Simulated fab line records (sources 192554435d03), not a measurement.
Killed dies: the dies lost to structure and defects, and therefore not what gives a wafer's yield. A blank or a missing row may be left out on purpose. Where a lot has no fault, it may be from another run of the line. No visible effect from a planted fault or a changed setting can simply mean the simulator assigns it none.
fab line records	flow n5_finfet
[record] lots = 9	wafers = 26	last_day = 19
route steps=1938 shown BEOL_M3@950 BEOL_M4@1111
lots that met no fault: taken from a fault-free run of the same line
start_h: hours from the record's opening day to when the first of the lot's shown wafers began	wait_h: hours elapsed since this lot's preceding step	" identical to the entry in the row above	L1.1+2: a single row standing in for several wafers	- value missing, or start not given	* or withheld: withheld	< > ~ a bound
route shown NAME@n: names a module that has steps shown in the file, with the first one's number in the route	usual: average and standard deviation across the fault-free wafers	same: alike in all rows	chamber/n: place in a boat	sites: each site's reading	_std_site: the values' standard deviation	_edge_site: inner sites' mean taken away from outer sites' mean	radius_mm: how far each site lies from the wafer's centre	mask NAME#n: copy n	behind: the most recent tool/chamber to have shaped the wafer	hold: why the lot went on hold/how many hours it stayed there/how the hold came to an end	device: names the non-switching transistor (n, p or np)	end of line: tests of these same wafers at the route's end	step lacking rows: just its recipe	killed: at the first sort, the dies lost to defects and structure; wafer yield is something else	map: a wafer's dies, marking killed ones x, the rest . and places with no die _
set.NAME: setting as actually run; set.NAME@STEP: the setting as run at that earlier step	model.NAME: the simulator's own value behind a step, which no gauge read
steps of the route over a sample of lots; a table a step, a row a wafer
services: from which hour (start_h, from the record's first day; less than 0 if before it) a tool's chamber was out of use, for how many hours, and why
[[steps]]
[step N5_BEOL_M3_ETCH_64]
[recipe] chemistry = N2/H2	target = SOC	target_depth_a = 750	overetch_a = 150	mask_material = SiARC	temp_c = 40	time_s = 112.5	ion_energy_ev = 200	pressure_mtorr = 30	source_w = 840	bias_w = 150	n2_flow_sccm = 200	h2_flow_sccm = 200
[usual] drypump_motor_current_A = 5.6/0.44	h2_flow_sccm = 199.9/0.61	oes_product_au = 0.65/0.07	rf_vpp_V = 524.3/2.7	showerhead_plenum_p_Torr = 2.56/0.093	throttle_valve_pct = 17.80/0.24
lot.wafer	tool	chamber	start_h	wait_h	drypump_motor_current_A	h2_flow_sccm	oes_product_au	rf_hours_counter_h	rf_vpp_V	showerhead_plenum_p_Torr	throttle_valve_pct
L672.1	rie_diel-06	3	166.29	0.0	5.5	200.2	0.55	200	522.8	2.53	18.07
L672.2	"	0	"	"	5.2	200.2	0.76	7	522.1	2.49	17.54
L672.4	"	1	"	"	5.6	199.6	0.57	-	526.0	2.63	18.21
L674.1	rie_diel-06	3	170.09	0.0	5.4	198.9	0.56	201	523.4	2.53	18.08
L674.4	"	0	"	"	5.2	200.0	0.75	-	521.1	2.49	17.52
L674.6	"	3	"	"	5.5	199.4	0.55	-	522.2	2.53	18.09
L675.1	rie_diel-06	1	170.39	0.0	5.6	201.0	0.56	210	525.9	2.63	18.23
L675.3	"	3	"	"	5.4	199.4	0.55	201	523.5	2.53	18.08
L675.5	"	0	"	"	5.2	200.8	0.75	-	522.2	2.49	17.52
L681.2	rie_diel-02	1	216.39	0.0	6.3	199.5	0.71	34	524.8	2.59	17.63
L681.3	"	0	"	"	5.6	199.3	0.71	27	522.9	2.48	17.62
L685.2	rie_diel-03	1	252.54	0.0	6.1	200.0	0.56	242	525.2	2.61	18.07
L685.3	"	3	"	"	5.5	199.6	0.70	38	526.1	2.70	17.62
L685.5	"	1	"	"	6.0	199.9	0.55	-	524.5	2.61	18.07
L689.3	rie_diel-02	2	290.22	0.0	6.1	199.9	0.57	199	527.3	2.62	17.88
L689.4	"	0	"	"	5.7	200.1	0.68	56	521.8	2.47	17.67
L689.5	"	3	"	"	5.8	199.1	0.60	-	521.5	2.45	18.18
L688.1	rie_diel-03	3	290.43	0.0	5.5	200.3	0.68	53	528.2	2.70	17.66
L688.2	"	0	"	"	4.8	200.7	0.63	79	521.7	2.47	17.60
L688.6	"	0	"	"	4.8	200.4	0.63	-	521.5	2.47	17.58
L687.1	rie_diel-03	3	300.26	0.0	5.6	200.1	0.67	56	528.6	2.70	17.65
L687.3	"	2	"	"	5.3	200.3	0.73	23	528.6	2.70	17.70
L687.6	"	3	"	"	5.5	200.4	0.68	-	528.6	2.70	17.64
L693.1	rie_diel-02	2	313.52	0.0	6.0	199.6	0.57	206	525.4	2.62	17.87
L693.2	"	3	"	"	5.8	200.4	0.59	133	522.3	2.45	18.18
L693.5	"	3	"	"	5.8	200.1	0.60	-	520.4	2.45	18.19
[step N5_BEOL_M3_STRIP_66]
[recipe] chemistry = CF4	resist = SiARC	power_w = 300	bias_power_w = 75	pressure_mtorr = 50	cf4_flow_sccm = 150	rf_frequency_hz = 6e+07
[usual] drypump_motor_current_A = 5.6/0.44	oes_product_au = 0.81/0.087	rf_vpp_V = 271.2/1.6	showerhead_plenum_p_Torr = 1.81/0.061	throttle_valve_pct = 13.57/0.27
lot.wafer	tool	chamber	start_h	wait_h	drypump_motor_current_A	oes_product_au	rf_hours_counter_h	rf_vpp_V	showerhead_plenum_p_Torr	throttle_valve_pct
L672.1	rie_diel-06	3	166.42	0.0	5.5	0.69	200	270.7	1.78	13.86
L672.2	"	0	"	"	5.2	0.94	7	270.4	1.77	13.26
L672.4	"	1	"	"	5.6	0.70	-	272.4	1.86	14.02
L674.1	rie_diel-06	3	170.21	0.0	5.4	0.69	201	269.5	1.78	13.88
L674.4	"	0	"	"	5.2	0.95	-	268.8	1.77	13.29
L674.6	"	3	"	"	5.4	0.69	-	270.6	1.78	13.88
L675.1	rie_diel-06	1	170.52	0.0	5.6	0.70	210	270.5	1.86	14.02
L675.3	"	3	"	"	5.4	0.69	201	270.9	1.78	13.88
L675.5	"	0	"	"	5.2	0.94	-	269.5	1.77	13.27
L681.2	rie_diel-02	1	216.52	0.0	6.4	0.87	34	272.4	1.82	13.25
L681.3	"	0	"	"	5.7	0.90	27	270.4	1.75	13.33
L685.2	rie_diel-03	1	252.67	0.0	6.0	0.69	242	271.2	1.83	13.76
L685.3	"	3	"	"	5.5	0.87	38	274.4	1.90	13.37
L685.5	"	1	"	"	6.0	0.69	-	273.1	1.83	13.76
L689.3	rie_diel-02	2	290.34	0.0	6.0	0.71	199	272.4	1.86	13.77
L689.4	"	0	"	"	5.6	0.85	56	269.9	1.75	13.40
L689.5	"	3	"	"	5.8	0.74	-	269.1	1.74	13.98
L688.1	rie_diel-03	3	290.56	0.0	5.5	0.85	53	274.6	1.90	13.41
L688.2	"	0	"	"	4.8	0.78	79	270.2	1.75	13.41
L688.6	"	0	"	"	4.7	0.79	-	269.2	1.75	13.43
L687.1	rie_diel-03	3	300.39	0.0	5.5	0.84	56	272.6	1.89	13.42
L687.3	"	2	"	"	5.3	0.90	23	272.7	1.90	13.39
L687.6	"	3	"	"	5.5	0.84	-	274.3	1.90	13.39
L693.1	rie_diel-02	2	313.64	0.0	6.0	0.70	206	271.8	1.85	13.79
L693.2	"	3	"	"	5.8	0.75	133	268.6	1.74	13.99
L693.5	"	3	"	"	5.8	0.75	-	269.8	1.74	14.00
[step N5_BEOL_M3_CD_MEAS_28]
[recipe] target_cd_nm = 25.7	landing_energy_ev = 500	detector = se_inlens	target_cd_y_nm = 23.3	polarity = opening
[usual] cd_nm = 25.71/0.2
lot.wafer	tool	chamber	start_h	wait_h	cd_nm
L672.1	cd_sem-03	0	166.96	-	25.65
L672.2	"	0	"	"	25.92
L672.4	"	0	"	"	25.98
L674.1	cd_sem-01	0	170.76	-	25.80
L674.4	"	0	"	"	25.71
L674.6	"	0	"	"	25.46
L675.1	cd_sem-01	0	171.07	-	25.54
L675.3	"	0	"	"	25.80
L675.5	"	0	"	"	25.68
L681.2	cd_sem-01	0	217.06	-	25.69
L681.3	"	0	"	"	25.37
L685.2	cd_sem-02	0	253.45	-	25.56
L685.3	"	0	"	"	25.77
L685.5	"	0	"	"	25.87
L689.3	cd_sem-02	0	290.89	-	25.68
L689.4	"	0	"	"	25.98
L689.5	"	0	"	"	25.89
L688.1	cd_sem-02	0	291.10	-	25.66
L688.2	"	0	"	"	25.67
L688.6	"	0	"	"	25.71
L687.1	cd_sem-03	0	301.09	-	25.67
L687.3	"	0	"	"	25.52
L687.6	"	0	"	"	25.35
L693.1	cd_sem-03	0	314.43	-	25.34
L693.2	"	0	"	"	25.70
L693.5	"	0	"	"	25.57
[step N5_BEOL_M3_ETCH_77]
[recipe] chemistry = N2/H2	target = underlayer	target_depth_a = 65	mask_material = CAR-EUV	time_s = 5.2	ion_energy_ev = 200	pressure_mtorr = 30	source_w = 840	bias_w = 150	n2_flow_sccm = 200	h2_flow_sccm = 200	ends = cleared
[usual] drypump_motor_current_A = 5.6/0.46	etch_rf_on_time_s = 5.20/0.092	h2_flow_sccm = 200.0/0.55	oes_product_au = 0.69/0.079	rf_vpp_V = 524.2/3	showerhead_plenum_p_Torr = 2.56/0.1	throttle_valve_pct = 17.83/0.24
lot.wafer	tool	chamber	start_h	wait_h	drypump_motor_current_A	etch_rf_on_time_s	h2_flow_sccm	oes_product_au	rf_hours_counter_h	rf_vpp_V	showerhead_plenum_p_Torr	throttle_valve_pct
L672.1	rie_diel-02	1	167.12	0.0	6.3	5.20	200.6	0.77	20	524.1	2.59	17.66
L672.2	"	0	"	"	5.6	5.13	200.0	0.81	14	521.8	2.49	17.64
L672.4	"	3	"	"	5.8	5.13	199.8	0.68	86	519.1	2.47	18.13
L674.1	rie_diel-02	1	170.92	0.0	6.3	5.23	200.1	0.78	21	526.3	2.59	17.67
L674.4	"	0	"	"	5.6	5.12	199.5	0.80	15	523.5	2.49	17.62
L674.6	"	2	"	"	6.1	5.09	200.2	0.64	-	524.6	2.64	17.86
L675.1	rie_diel-02	0	171.22	0.0	5.6	5.09	201.3	0.80	15	523.6	2.49	17.63
L675.3	"	1	"	"	6.3	6.87	199.8	0.67	21	526.0	2.59	17.61
L675.5	"	2	"	"	6.0	5.16	199.2	0.63	-	525.8	2.64	17.84
L681.2	rie_diel-02	3	217.21	0.0	5.8	5.15	199.3	0.67	98	521.1	2.47	18.18
L681.3	"	1	"	"	6.3	6.93	199.6	0.65	34	525.7	2.59	17.65
L685.2	rie_diel-03	0	253.60	0.0	4.7	5.29	200.6	0.68	65	522.1	2.48	17.60
L685.3	"	1	"	"	6.0	5.12	199.7	0.60	242	523.1	2.61	18.13
L685.5	"	0	"	"	4.8	5.28	200.3	0.70	-	523.8	2.47	17.59
L689.3	rie_diel-02	2	291.04	0.0	6.0	5.20	199.4	0.60	199	523.6	2.62	17.90
L689.4	"	3	"	"	5.8	5.13	200.1	0.64	126	523.7	2.45	18.20
L689.5	"	1	"	"	6.4	5.23	199.3	0.73	-	525.8	2.58	17.69
L688.1	rie_diel-03	0	291.26	0.0	4.8	5.33	199.2	0.67	79	521.3	2.47	17.64
L688.2	"	2	"	"	5.3	5.23	199.0	0.78	20	530.0	2.70	17.76
L688.6	"	0	"	"	4.8	5.30	199.4	0.67	-	521.8	2.47	17.60
L687.1	rie_diel-03	0	301.28	0.0	4.8	5.27	200.2	0.68	83	521.4	2.47	17.63
L687.3	"	2	"	"	5.4	5.19	200.0	0.77	24	529.3	2.70	17.78
L687.6	"	0	"	"	4.8	5.38	199.9	0.66	-	524.1	2.47	17.64
L693.1	rie_diel-06	0	314.82	0.0	5.2	5.17	200.3	0.75	46	520.4	2.48	17.67
L693.2	"	1	"	"	5.6	5.24	200.4	0.58	246	525.7	2.61	18.33
L693.5	"	2	"	"	6.5	5.16	201.3	0.62	-	522.7	2.42	17.71
[step N5_BEOL_M4_RC_MEAS_101]
[usual] DIBL_N = 36.6/1.3	DIBL_P = 36.4/1.4	IOFF_N = 0.167/0.023	IOFF_P = 0.219/0.029	ION_N = 678/8.7	ION_P = 464/6.4	SS_N = 71.5/0.53	SS_P = 73.4/0.57	VT_N = 248.5/2.8	VT_P = -249/3.1
lot.wafer	tool	chamber	start_h	wait_h	DIBL_N[mV/V]	DIBL_P[mV/V]	IOFF_N[nA/um]	IOFF_P[nA/um]	ION_N[uA/um]	ION_P[uA/um]	SS_N[mV/dec]	SS_P[mV/dec]	VT_N[mV]	VT_P[mV]
L672.1	prober-02	0	196.22	0.0	35.3	33.7	0.136	0.182	658	455	70.3	73.0	255.9	-250
L672.2	"	0	"	"	34.1	32.7	0.125	0.170	659	458	70.5	72.9	253.4	-250
L672.4	"	0	"	"	34.1	33.6	0.129	0.179	668	458	70.8	72.8	253.7	-251
L675.1	prober-02	0	201.08	0.0	34.3	33.1	0.125	0.212	660	468	71.6	72.4	254.0	-247
L675.3	"	0	"	"	35.1	33.8	0.132	0.219	673	475	71.4	72.5	253.4	-249
L675.5	"	0	"	"	36.7	35.5	0.164	0.256	675	476	73.2	72.3	249.6	-245
L674.1	prober-02	0	202.92	0.0	37.2	36.1	0.166	0.233	688	471	71.8	73.2	247.2	-245
L674.4	"	0	"	"	37.2	35.8	0.158	0.233	691	470	71.2	73.9	246.0	-245
L674.6	"	0	"	"	39.4	38.8	0.219	0.279	702	477	71.9	74.0	242.7	-246
L681.2	prober-01	0	254.85	0.2	34.9	36.0	0.157	0.243	675	467	71.3	73.4	252.5	-242
L681.3	"	0	"	"	34.1	34.6	0.154	0.216	678	468	71.1	72.9	248.4	-246
L685.2	prober-02	0	296.83	0.2	37.3	36.1	0.187	0.241	675	464	72.4	73.5	248.6	-245
L685.3	"	0	"	"	38.8	38.8	0.219	0.290	681	468	72.3	75.0	245.4	-244
L685.5	"	0	"	"	37.2	35.9	0.182	0.238	669	459	72.7	73.2	246.7	-246
L689.3	prober-01	0	330.29	0.3	36.4	36.8	0.165	0.212	667	458	71.5	73.0	246.2	-250
L689.4	"	0	"	"	37.5	38.0	0.173	0.237	670	463	71.5	73.5	247.3	-248
L689.5	"	0	"	"	37.3	37.8	0.172	0.228	668	461	71.3	73.2	247.1	-251
L688.1	prober-02	0	332.15	0.0	35.9	35.4	0.156	0.219	675	464	70.9	73.2	246.8	-250
L688.2	"	0	"	"	35.2	35.2	0.148	0.225	681	472	70.5	73.5	249.7	-248
L688.6	"	0	"	"	36.6	36.0	0.169	0.230	681	466	70.9	73.4	246.5	-248
L687.1	prober-02	0	334.87	0.0	35.9	35.8	0.145	0.185	671	463	70.8	72.9	248.9	-254
L687.3	"	0	"	"	37.9	39.4	0.187	0.237	676	460	71.9	74.0	245.3	-249
L687.6	"	0	"	"	36.3	36.2	0.144	0.190	673	460	71.6	73.7	253.4	-252
L693.1	prober-02	0	351.41	0.0	36.2	37.2	0.160	0.197	679	461	71.8	72.2	248.6	-252
L693.2	"	0	"	"	36.1	36.6	0.153	0.182	676	457	71.3	72.6	251.2	-250
L693.5	"	0	"	"	35.8	36.3	0.151	0.179	679	460	70.9	72.6	250.6	-252
[[services]]
tool	chamber	start_h	hours	kind
rie_diel-03	1	145.19	1.6	repair
rie_diel-06	-	158.33	2.8	pm
rie_diel-06	2	163.27	9.2	repair
rie_diel-03	-	177.21	0.8	repair
rie_diel-02	2	214.00	6.4	repair
rie_diel-02	1	219.30	40.8	repair
rie_diel-03	2	225.34	-	clean
rie_diel-03	2	225.34	-	consumable_replace:focus_ring
rie_diel-03	2	225.34	-	consumable_replace:showerhead
rie_diel-03	2	225.34	18.0	scheduled_down
rie_diel-03	2	225.34	18.0	vent_cycle
rie_diel-06	3	252.54	2.8	repair
rie_diel-03	1	260.48	6.6	repair
rie_diel-03	1	280.85	-	clean
rie_diel-03	1	280.85	-	consumable_replace:focus_ring
rie_diel-03	1	280.85	20.3	scheduled_down
rie_diel-03	1	280.85	20.3	vent_cycle
[[key]]
[first_sign] step = N5_BEOL_M3_ETCH_77	reading = etch_rf_on_time_s	direction = up	sigmas = 19	usual = *	struck = *
effect none on later readings
met_at N5_BEOL_M3_ETCH_77
struck_lots L675,L681
struck_wafers L675.3,L681.3
not_acting_at N5_BEOL_M3_ETCH_64,N5_BEOL_M3_STRIP_66,N5_BEOL_M3_CD_MEAS_28
onset_between 170.92 171.22
[fault] kind = process_parameter_drift	tool = rie_diel-02	chamber = -	onset_h = 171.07	steps = N5_BEOL_M3_ETCH_77	channel = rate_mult	offset = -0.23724	shape = step	end_h = 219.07	scope = struck_wafers_only
